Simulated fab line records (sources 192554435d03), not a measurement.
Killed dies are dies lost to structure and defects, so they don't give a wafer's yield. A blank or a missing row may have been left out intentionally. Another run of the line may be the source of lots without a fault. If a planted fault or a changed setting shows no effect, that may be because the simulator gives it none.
Chamber matching / flow n5 finfet / N5_BEOL_M3_STRIP_19 on rie diel-01 has 4 sister chambers
The step strips in O2. 24 wafers are shown with their chamber, then 12 later ones without.

== WAFERS WITH THEIR CHAMBER ==
wafer=L076.2; chamber=0; drypump motor current A (A)=5.9; showerhead plenum p Torr (Torr)=2.06; throttle valve pct (%)=16.99
wafer=L076.4; chamber=1; drypump motor current A (A)=5.2; showerhead plenum p Torr (Torr)=2.15; throttle valve pct (%)=16.73
wafer=L076.5; chamber=0; drypump motor current A (A)=5.9; showerhead plenum p Torr (Torr)=2.06; throttle valve pct (%)=17.00
wafer=L077.3; chamber=0; drypump motor current A (A)=5.9; showerhead plenum p Torr (Torr)=2.05; throttle valve pct (%)=17.01
wafer=L077.4; chamber=0; drypump motor current A (A)=5.9; showerhead plenum p Torr (Torr)=2.06; throttle valve pct (%)=16.99
wafer=L077.6; chamber=1; drypump motor current A (A)=5.2; showerhead plenum p Torr (Torr)=2.14; throttle valve pct (%)=16.74
wafer=L079.3; chamber=0; drypump motor current A (A)=5.9; showerhead plenum p Torr (Torr)=2.05; throttle valve pct (%)=17.02
wafer=L079.4; chamber=0; drypump motor current A (A)=5.9; showerhead plenum p Torr (Torr)=2.05; throttle valve pct (%)=17.00
wafer=L079.5; chamber=1; drypump motor current A (A)=5.2; showerhead plenum p Torr (Torr)=2.14; throttle valve pct (%)=16.76
wafer=L080.2; chamber=3; drypump motor current A (A)=6.4; showerhead plenum p Torr (Torr)=2.11; throttle valve pct (%)=16.05
wafer=L080.3; chamber=3; drypump motor current A (A)=6.4; showerhead plenum p Torr (Torr)=2.11; throttle valve pct (%)=16.05
wafer=L080.4; chamber=1; drypump motor current A (A)=5.2; showerhead plenum p Torr (Torr)=2.14; throttle valve pct (%)=16.79
wafer=L084.1; chamber=3; drypump motor current A (A)=6.4; showerhead plenum p Torr (Torr)=2.11; throttle valve pct (%)=16.05
wafer=L084.2; chamber=2; drypump motor current A (A)=5.5; showerhead plenum p Torr (Torr)=2.16; throttle valve pct (%)=16.94
wafer=L084.4; chamber=2; drypump motor current A (A)=5.5; showerhead plenum p Torr (Torr)=2.16; throttle valve pct (%)=16.94
wafer=L086.1; chamber=0; drypump motor current A (A)=5.9; showerhead plenum p Torr (Torr)=2.05; throttle valve pct (%)=16.55
wafer=L086.3; chamber=2; drypump motor current A (A)=5.5; showerhead plenum p Torr (Torr)=2.16; throttle valve pct (%)=16.93
wafer=L086.4; chamber=3; drypump motor current A (A)=6.4; showerhead plenum p Torr (Torr)=2.11; throttle valve pct (%)=16.04
wafer=L087.3; chamber=1; drypump motor current A (A)=5.2; showerhead plenum p Torr (Torr)=2.13; throttle valve pct (%)=16.81
wafer=L087.5; chamber=0; drypump motor current A (A)=5.9; showerhead plenum p Torr (Torr)=2.05; throttle valve pct (%)=16.55
wafer=L087.6; chamber=3; drypump motor current A (A)=6.3; showerhead plenum p Torr (Torr)=2.11; throttle valve pct (%)=16.02
wafer=L090.1; chamber=2; drypump motor current A (A)=5.5; showerhead plenum p Torr (Torr)=2.16; throttle valve pct (%)=16.93
wafer=L090.2; chamber=3; drypump motor current A (A)=6.4; showerhead plenum p Torr (Torr)=2.11; throttle valve pct (%)=16.03
wafer=L090.3; chamber=1; drypump motor current A (A)=5.2; showerhead plenum p Torr (Torr)=2.13; throttle valve pct (%)=16.80

SIGNATURES, as means of the wafers listed above
reading=drypump motor current A; chamber 0=5.900; chamber 1=5.200; chamber 2=5.500; chamber 3=6.383; scatter within a chamber=0.0204
reading=showerhead plenum p Torr; chamber 0=2.0537; chamber 1=2.1383; chamber 2=2.1600; chamber 3=2.1100; scatter within a chamber=0.00485
reading=throttle valve pct; chamber 0=16.8888; chamber 1=16.7717; chamber 2=16.9350; chamber 3=16.0400; scatter within a chamber=0.125
Rule: a wafer's distance from a chamber is the root of the sum, over the readings, of the square of ((its reading less the chamber's mean) divided by the reading's scatter). The wafer belongs to the nearest chamber; if the next one is less than 2 further off, it can't be placed. The scatter is the square root of a quotient: the sum, over the shown wafers, of each reading's squared deviation from its chamber's mean, divided by wafers minus chambers.

== WAFERS MISSING THEIR CHAMBER ==
wafer=L090.4; drypump motor current A (A)=5.9; showerhead plenum p Torr (Torr)=2.05; throttle valve pct (%)=16.56
wafer=L090.5; drypump motor current A (A)=6.4; showerhead plenum p Torr (Torr)=2.11; throttle valve pct (%)=16.03
wafer=L090.6; drypump motor current A (A)=5.5; showerhead plenum p Torr (Torr)=2.16; throttle valve pct (%)=16.94
wafer=L091.1; drypump motor current A (A)=6.4; showerhead plenum p Torr (Torr)=2.11; throttle valve pct (%)=16.07
wafer=L091.3; drypump motor current A (A)=5.9; showerhead plenum p Torr (Torr)=2.04; throttle valve pct (%)=16.56
wafer=L091.5; drypump motor current A (A)=5.9; showerhead plenum p Torr (Torr)=2.04; throttle valve pct (%)=16.58
wafer=L094.2; drypump motor current A (A)=5.1; showerhead plenum p Torr (Torr)=2.13; throttle valve pct (%)=16.83
wafer=L094.4; drypump motor current A (A)=6.4; showerhead plenum p Torr (Torr)=2.11; throttle valve pct (%)=16.07
wafer=L094.5; drypump motor current A (A)=5.9; showerhead plenum p Torr (Torr)=2.04; throttle valve pct (%)=16.58
wafer=L096.2; drypump motor current A (A)=5.9; showerhead plenum p Torr (Torr)=2.04; throttle valve pct (%)=16.56
wafer=L096.3; drypump motor current A (A)=5.5; showerhead plenum p Torr (Torr)=2.16; throttle valve pct (%)=16.97
wafer=L096.5; drypump motor current A (A)=5.4; showerhead plenum p Torr (Torr)=2.16; throttle valve pct (%)=16.98

== WHICH CHAMBER EACH WENT THROUGH ==
wafer=L090.4; from the rows above=0; in truth=0
wafer=L090.5; from the rows above=3; in truth=3
wafer=L090.6; from the rows above=2; in truth=2
wafer=L091.1; from the rows above=3; in truth=3
wafer=L091.3; from the rows above=0; in truth=0
wafer=L091.5; from the rows above=0; in truth=0
wafer=L094.2; from the rows above=1; in truth=1
wafer=L094.4; from the rows above=3; in truth=3
wafer=L094.5; from the rows above=0; in truth=0
wafer=L096.2; from the rows above=0; in truth=0
wafer=L096.3; from the rows above=2; in truth=2
wafer=L096.5; from the rows above=2; in truth=2
Placed correctly: 12 of 12. Can't be placed from these rows: 0. 0 placed wrongly.
